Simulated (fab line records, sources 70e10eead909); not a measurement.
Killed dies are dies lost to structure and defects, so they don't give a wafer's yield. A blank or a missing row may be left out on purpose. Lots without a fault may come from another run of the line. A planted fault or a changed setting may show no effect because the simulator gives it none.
fab line records | flow nand_harc
record lots=11 wafers=33 last_day=33
route steps=1302 shown A_M0@1158 A_M1@1186 END@1302
lots that met no fault: from a run of the same line without faults
start_h: hours from the record's first day to the start of the lot's first wafer shown | wait_h: hours since the lot's step before | " the same as in the row above | L1.1+2: a row that stands for several wafers | - no value, or no start given | * or withheld: withheld | < > ~ a bound
route shown NAME@n: a module of which the file shows steps, and the number in the route of the first | usual: mean/standard deviation of fault-free wafers | same: alike in all rows | chamber/n: place in a boat | sites: the reading at each site | _std_site: their standard deviation | _edge_site: outer sites' mean less inner sites' | radius_mm: how far each site lies from the wafer's centre | mask NAME#n: copy n | behind: the tool/chamber that last shaped the wafer | hold: why the lot was held/for how many hours/how that ended | device: the transistor (n, p or np) that didn't switch | end of line: the same wafers' tests at the end of the route | a step without rows: its recipe alone | killed: dies lost to structure and defects at the first sort, not the wafer's yield | map: a wafer's dies, x killed, . not, _ none there
set.NAME: the setting as run; set.NAME@STEP: as run at that earlier step | model.NAME: the simulator's own value behind a step, which no gauge read
steps of the route over a sample of lots; a table a step, a row a wafer
services: from which hour (start_h, from the record's first day; less than 0 if before it) a tool's chamber was out of use, for how many hours, and why
## steps
# step NHARC_A_M0_PVD_20
# recipe target_thk_a=50 bias_v=168.6 power_w=15000 chamber_pressure_pa=0.12 time_s=8.06 substrate_temp_c=50 material=TaN
# usual bias_v=168.5/1.6 throttle_valve_pct=30.3/1
# columns lot.wafer tool chamber start_h wait_h bias_v throttle_valve_pct
L484.1 pvd_sputter-02 - - - 169.6 30.3
L484.3 " - " " 168.9 31.9
L484.6 " - " " 169.5 30.0
L481.3 pvd_sputter-01 - - - 169.7 30.5
L481.5 " - " " 168.1 29.0
L481.6 " - " " 168.9 29.8
L483.1 pvd_sputter-02 - - - 169.5 32.1
L483.4 " - " " 165.6 31.9
L483.6 " - " " 166.9 32.0
L487.1 pvd_sputter-01 - - - 166.7 30.3
L487.2 " - " " 170.1 29.8
L487.3 " - " " 170.5 31.3
L498.1 pvd_sputter-03 - - - 167.8 28.6
L498.5 " - " " 167.3 31.0
L498.6 " - " " 168.0 29.6
L497.2 pvd_sputter-02 - - - 166.5 30.3
L497.5 " - " " 164.9 30.1
L497.6 " - " " 169.7 29.9
L499.3 pvd_sputter-02 - - - 168.8 31.9
L499.2 " - " " 167.1 32.3
L499.4 " - " " 170.5 30.4
L500.1 pvd_sputter-01 - - - 169.3 29.1
L500.4 " - " " 165.9 30.1
L500.6 " - " " 167.8 29.0
L502.2 pvd_sputter-01 - - - 170.6 29.4
L502.4 " - " " 167.3 30.5
L502.1 " - " " 168.4 31.4
L503.2 pvd_sputter-03 - - - 167.8 30.7
L503.1 " - " " 168.6 31.5
L503.6 " - " " 168.6 30.5
L504.2 pvd_sputter-02 - - - 167.5 31.6
L504.1 " - " " 167.7 30.2
L504.5 " - " " 165.9 31.8
# step NHARC_A_M1_STRIP_18
# recipe power_w=1000 n2_flow_sccm=150 h2_flow_sccm=150 ar_flow_sccm=0 bias_w=0 chemistry=N2/H2
# usual drypump_motor_current_A=5.7/0.41 n2_flow_sccm=150.0/0.48 oes_product_au=0.996/0.0081 rf_vpp_V=90.3/1.1 showerhead_plenum_p_Torr=1.98/0.097 throttle_valve_pct=14.173/0.0084
# columns lot.wafer tool chamber start_h wait_h drypump_motor_current_A n2_flow_sccm oes_product_au rf_hours_counter_h rf_vpp_V showerhead_plenum_p_Torr throttle_valve_pct
L484.1 rie_diel-03 1 544.54 0.1 5.3 150.4 0.996 2.7 89.6 1.90 14.183
L484.3 " 0 " " 5.5 149.9 0.983 3.1 90.2 2.02 14.168
L484.6 " 2 " " 5.9 150.2 1.000 - 90.2 1.89 14.174
L481.3 rie_diel-06 3 547.16 0.1 6.0 149.6 1.005 2.1 89.9 1.94 14.170
L481.6 " 3 " " 6.0 149.6 1.001 - 90.6 1.94 14.182
L481.5 " 0 " " 5.2 150.2 1.000 - 89.1 1.90 14.170
L483.4 rie_diel-03 0 547.74 0.1 5.5 148.8 0.984 3.2 91.0 2.02 14.160
L483.1 " 2 " " 5.8 150.5 0.985 3.8 89.2 1.89 14.175
L483.6 " 3 " " 6.0 149.7 0.991 - 89.0 1.96 14.184
L487.1 rie_diel-03 1 601.52 0.1 5.3 150.0 1.002 5.0 88.6 1.90 14.172
L487.3 " 2 " " 5.9 150.6 1.001 6.0 90.7 1.89 14.171
L487.2 " 0 " " 5.5 149.6 0.997 5.3 91.5 2.02 14.167
L498.1 rie_diel-03 0 705.08 0.1 5.5 149.9 0.985 3.0 91.6 2.02 14.174
L498.5 " 3 " " 6.0 149.8 0.994 - 89.7 1.96 14.163
L498.6 " 0 " " 5.5 149.4 0.994 - 89.3 2.02 14.165
L497.2 rie_diel-03 0 708.15 0.1 5.6 149.1 0.992 3.1 90.7 2.02 14.182
L497.6 " 2 " " 5.9 149.7 0.993 - 90.0 1.88 14.176
L497.5 " 3 " " 6.0 149.5 0.997 - 90.8 1.96 14.174
L499.2 rie_diel-06 2 723.05 0.1 5.6 149.5 1.000 1.3 91.4 2.20 14.157
L499.4 " 0 " " 5.2 150.8 1.020 1.2 90.4 1.90 14.165
L499.3 " 1 " " 6.5 149.9 0.991 1.3 92.4 2.04 14.190
L500.1 rie_diel-03 2 730.15 0.1 5.9 149.8 1.004 3.8 90.2 1.88 14.159
L500.4 " 3 " " 6.1 149.7 0.997 4.1 90.7 1.96 14.189
L500.6 " 1 " " 5.3 149.7 0.993 - 88.8 1.90 14.180
L502.2 rie_diel-03 0 748.45 0.1 5.5 150.4 1.001 4.6 91.8 2.02 14.174
L502.1 " 1 " " 5.3 150.3 1.005 4.7 89.1 1.90 14.177
L502.4 " 2 " " 5.8 150.1 0.998 4.7 88.7 1.88 14.180
L503.1 rie_diel-06 0 748.83 0.1 5.2 150.1 1.016 2.1 89.5 1.90 14.176
L503.2 " 2 " " 5.6 149.2 0.989 1.9 90.8 2.20 14.168
L503.6 " 3 " " 6.0 149.5 0.979 - 91.3 1.93 14.171
L504.2 rie_diel-06 1 758.95 0.1 6.5 150.1 0.989 2.3 90.5 2.03 14.161
L504.1 " 3 " " 6.0 150.0 0.984 2.3 88.5 1.93 14.176
L504.5 " 2 " " 5.6 149.7 0.995 - 91.5 2.20 14.164
# step NHARC_A_M1_ETCH_28
# recipe target_depth_a=300 over_etch_frac=0.3 time_s=72.99 ion_energy_ev=150 cf4_flow_sccm=50 n2_flow_sccm=100 ar_flow_sccm=150 rf_w=300 bias_w=100 chemistry=CF4/N2
# usual drypump_motor_current_A=5.7/0.41 n2_flow_sccm=100.0/0.32 oes_product_au=0.996/0.0085 rf_vpp_V=313.0/2.2 showerhead_plenum_p_Torr=2.56/0.12 throttle_valve_pct=19.795/0.0092
# columns lot.wafer tool chamber start_h wait_h drypump_motor_current_A n2_flow_sccm oes_product_au rf_hours_counter_h rf_vpp_V showerhead_plenum_p_Torr throttle_valve_pct
L484.1 rie_diel-03 1 544.78 - 5.3 99.6 0.993 2.7 312.4 2.47 19.806
L484.3 " 0 " " 5.5 99.8 0.987 3.1 313.2 2.60 19.789
L484.6 " 1 " " 5.3 99.5 0.998 - 311.5 2.47 19.788
L481.3 rie_diel-06 0 547.42 - 5.2 100.2 0.997 1.7 311.0 2.46 19.795
L481.6 " 1 " " 6.5 100.2 1.005 - 313.3 2.62 19.797
L481.5 " 2 " " 5.5 99.4 1.000 - 317.7 2.82 19.812
L483.1 rie_diel-03 1 547.95 - 5.3 100.0 0.993 2.9 311.1 2.47 19.798
L483.4 " 0 " " 5.5 100.2 0.987 3.3 314.0 2.60 19.802
L483.6 " 2 " " 5.9 99.7 0.983 - 312.1 2.44 19.789
L487.1 rie_diel-03 1 601.76 - 5.3 99.8 1.000 5.0 309.5 2.46 19.790
L487.3 " 2 " " 5.9 100.0 0.995 6.1 311.9 2.44 19.780
L487.2 " 3 " " 6.1 100.2 0.832 5.8 312.2 2.54 19.790
L498.1 rie_diel-03 2 705.31 - 5.9 99.8 0.997 2.8 310.8 2.44 19.813
L498.6 " 0 " " 5.5 100.5 0.986 - 312.6 2.60 19.790
L498.5 " 1 " " 5.3 100.2 1.006 - 312.4 2.46 19.791
L497.2 rie_diel-03 3 708.36 - 6.0 99.7 0.999 3.0 313.1 2.53 19.798
L497.6 " 0 " " 5.5 100.1 0.989 - 313.4 2.60 19.782
L497.5 " 1 " " 5.3 99.8 1.014 - 311.9 2.46 19.795
L499.4 rie_diel-06 0 723.30 - 5.2 100.0 1.010 1.3 311.2 2.46 19.808
L499.2 " 1 " " 6.5 99.9 0.990 1.3 312.6 2.62 19.803
L499.3 " 2 " " 5.6 99.7 1.003 1.4 316.0 2.82 19.804
L500.1 rie_diel-03 2 730.36 - 5.9 100.0 1.006 3.9 309.5 2.44 19.813
L500.4 " 3 " " 6.0 100.0 0.994 4.1 314.2 2.53 19.790
L500.6 " 2 " " 5.9 99.9 0.996 - 310.8 2.44 19.789
L502.1 rie_diel-03 3 748.67 - 6.0 99.9 1.007 4.8 312.7 2.53 19.786
L502.2 " 0 " " 5.5 100.3 0.991 4.7 314.5 2.60 19.796
L502.4 " 2 " " 5.9 100.0 0.991 4.7 310.5 2.44 19.788
L503.2 rie_diel-06 0 749.06 - 5.2 99.3 1.016 2.1 310.4 2.46 19.796
L503.1 " 1 " " 6.5 99.5 0.998 2.0 313.8 2.62 19.795
L503.6 " 2 " " 5.6 99.7 0.987 - 316.8 2.82 19.808
L504.2 rie_diel-06 2 759.20 - 5.6 100.7 0.984 2.2 318.0 2.82 19.812
L504.1 " 0 " " 5.2 99.9 1.005 2.4 309.6 2.46 19.795
L504.5 " 2 " " 5.6 100.0 0.984 - 316.8 2.82 19.784
# step NHARC_A_M1_PVD_20
# recipe target_thk_a=50 bias_v=168.6 power_w=15000 chamber_pressure_pa=0.12 time_s=8.06 substrate_temp_c=50 material=TaN
# usual bias_v=168.4/1.7 throttle_valve_pct=30.2/1
# columns lot.wafer tool chamber start_h wait_h bias_v throttle_valve_pct
L484.1 pvd_sputter-01 - - - 171.5 30.4
L484.3 " - " " 166.5 30.6
L484.6 " - " " 171.2 28.8
L481.3 pvd_sputter-01 - - - 166.5 28.9
L481.6 " - " " 168.0 30.4
L481.5 " - " " 169.0 28.8
L483.1 pvd_sputter-02 - - - 168.4 30.3
L483.4 " - " " 168.8 30.0
L483.6 " - " " 168.6 30.3
L487.1 pvd_sputter-03 - - - 166.4 28.4
L487.2 " - " " 168.1 31.0
L487.3 " - " " 169.3 29.8
L498.1 pvd_sputter-01 - - - 168.8 28.9
L498.6 " - " " 166.7 29.3
L498.5 " - " " 168.0 30.1
L497.2 pvd_sputter-01 - - - 169.1 29.1
L497.6 " - " " 168.6 28.9
L497.5 " - " " 165.5 30.4
L499.2 pvd_sputter-02 - - - 168.8 30.3
L499.4 " - " " 167.4 29.9
L499.3 " - " " 168.7 32.7
L500.1 pvd_sputter-02 - - - 167.3 31.9
L500.4 " - " " 171.2 32.4
L500.6 " - " " 167.1 32.0
L502.1 pvd_sputter-03 - - - 166.9 28.6
L502.4 " - " " 165.6 30.6
L502.2 " - " " 168.6 29.9
L503.2 pvd_sputter-01 - - - 169.4 29.0
L503.1 " - " " 168.6 31.6
L503.6 " - " " 170.3 28.8
L504.1 pvd_sputter-03 - - - 169.0 31.4
L504.2 " - " " 166.5 29.7
L504.5 " - " " 170.1 30.4
# step NHARC_END_SORT_01
# recipe temp_c=25
# usual defect_limited_yield=92.5/2.5 killed_at_array=46/16 killed_at_other=0.9/1.3 killed_at_periphery=4.1/3 killed_dies=51/17 killed_open=3.5/1.8 killed_short=2.5/1.8 sort_bin_2_pct=2.6/1.1 sort_bin_3_pct=0.6/0.37 sort_bin_4_pct=4.4/1.4 sort_n_pass=626/17 sort_rim_yield_pct=88/4.6 sort_yield_pct=92.5/2.5
# same gross_dies=677 sort_bin_5_pct[%]=0 sort_bin_6_pct[%]=0 sort_bin_7_pct[%]=0 sort_bin_8_pct[%]=0 sort_rim_n_gross=106.00
# columns lot.wafer tool chamber start_h wait_h defect_limited_yield[%] killed_at_array killed_at_other killed_at_periphery killed_dies killed_open killed_short sort_bin_2_pct[%] sort_bin_3_pct[%] sort_bin_4_pct[%] sort_n_pass sort_rim_yield_pct[%] sort_yield_pct[%]
L487.2 prober-01 0 637.38 2.8 93.8 39 0 3 42 3 1 4.0 0.1 2.1 635 86 93.8
L497.2 prober-02 0 743.01 2.8 88.8 67 6 3 76 5 3 4.4 0.3 6.5 601 83 88.8
L497.5 prober-02 0 745.44 3.7 86.0 88 0 7 95 5 6 4.1 0.9 9.0 582 75 86.0
L497.6 prober-02 0 746.26 4.1 86.4 86 1 5 92 4 5 4.6 1.2 7.8 585 76 86.4
# killed by level:class
L487.2 A_M1:area_etch=18 A_CHANNEL_HOLE_D2:chamber_film_flake=7 A_CONTACT:chamber_film_flake=5 P_ZERO_WELL:chamber_film_flake=2 A_BLC:chamber_film_flake=2 P_CONTACT:geometric_particle:open=1 A_ONON_D2:geometric_particle:open=1 A_WL_FILL:geometric_particle:short=1
L497.2 A_CHANNEL_HOLE_D1:chamber_film_flake=32 A_SLIT:chamber_film_flake=12 A_CHANNEL_HOLE_D2:chamber_film_flake=11 A_CONTACT:chamber_film_flake=5 A_WL_FILL:chamber_film_flake=3 THIN_TSV:chamber_film_flake=3 A_M1:geometric_particle:short=2 STARTING-WAFER:geometric_particle:open=2
L497.5 A_CHANNEL_HOLE_D2:chamber_film_flake=30 A_CHANNEL_HOLE_D1:chamber_film_flake=29 A_SLIT:chamber_film_flake=16 P_GATE:chamber_film_flake=3 A_CONTACT:chamber_film_flake=3 P_M0:geometric_particle:short=2 A_BONDPAD:chamber_film_flake=2 P_CONTACT:geometric_particle:open=1
L497.6 A_SLIT:chamber_film_flake=32 A_CHANNEL_HOLE_D1:chamber_film_flake=25 A_CHANNEL_HOLE_D2:chamber_film_flake=13 A_CONTACT:chamber_film_flake=5 A_M1:geometric_particle:short=2 P_GATE:chamber_film_flake=2 A_WL_FILL:chamber_film_flake=2 P_M0:geometric_particle:open=1
## services
# columns tool chamber start_h hours kind
pvd_sputter-03 - 526.00 10.0 pm
rie_diel-03 0 535.28 8.8 repair
rie_diel-03 1 541.03 - clean
rie_diel-03 2 541.03 - clean
rie_diel-03 3 541.03 - clean
rie_diel-06 3 561.85 2.5 repair
rie_diel-03 0 565.53 - clean
rie_diel-03 1 565.53 - clean
rie_diel-03 2 565.53 - clean
rie_diel-03 3 565.53 - clean
pvd_sputter-01 - 582.05 10.0 pm
pvd_sputter-02 - 614.35 11.4 repair
pvd_sputter-02 - 630.02 2.8 repair
rie_diel-03 - 635.30 9.0 pm
pvd_sputter-02 - 638.03 10.0 pm
rie_diel-06 - 661.20 9.0 pm
pvd_sputter-03 - 661.82 9.5 repair
rie_diel-06 - 672.38 3.3 repair
rie_diel-03 0 673.36 3.5 repair
pvd_sputter-02 - 677.63 2.1 repair
pvd_sputter-03 - 691.42 1.4 repair
pvd_sputter-03 - 704.00 10.0 pm
rie_diel-03 0 719.12 2.7 repair
rie_diel-03 1 737.62 4.8 repair
## key
first_sign step=NHARC_A_M1_ETCH_28 reading=oes_product_au direction=down sigmas=19 usual=0.996 struck=0.832
effect none on later readings
met_at NHARC_A_M1_ETCH_28
struck_lots L487
struck_wafers L487.2
not_acting_at NHARC_A_M0_PVD_20,NHARC_A_M1_STRIP_18,NHARC_A_M1_PVD_20
onset_between 547.95 601.76
fault kind=process_parameter_drift tool=rie_diel-03 chamber=- onset_h=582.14 steps=NHARC_A_M1_ETCH_28 channel=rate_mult offset=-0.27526 shape=step end_h=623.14 scope=struck_wafers_only
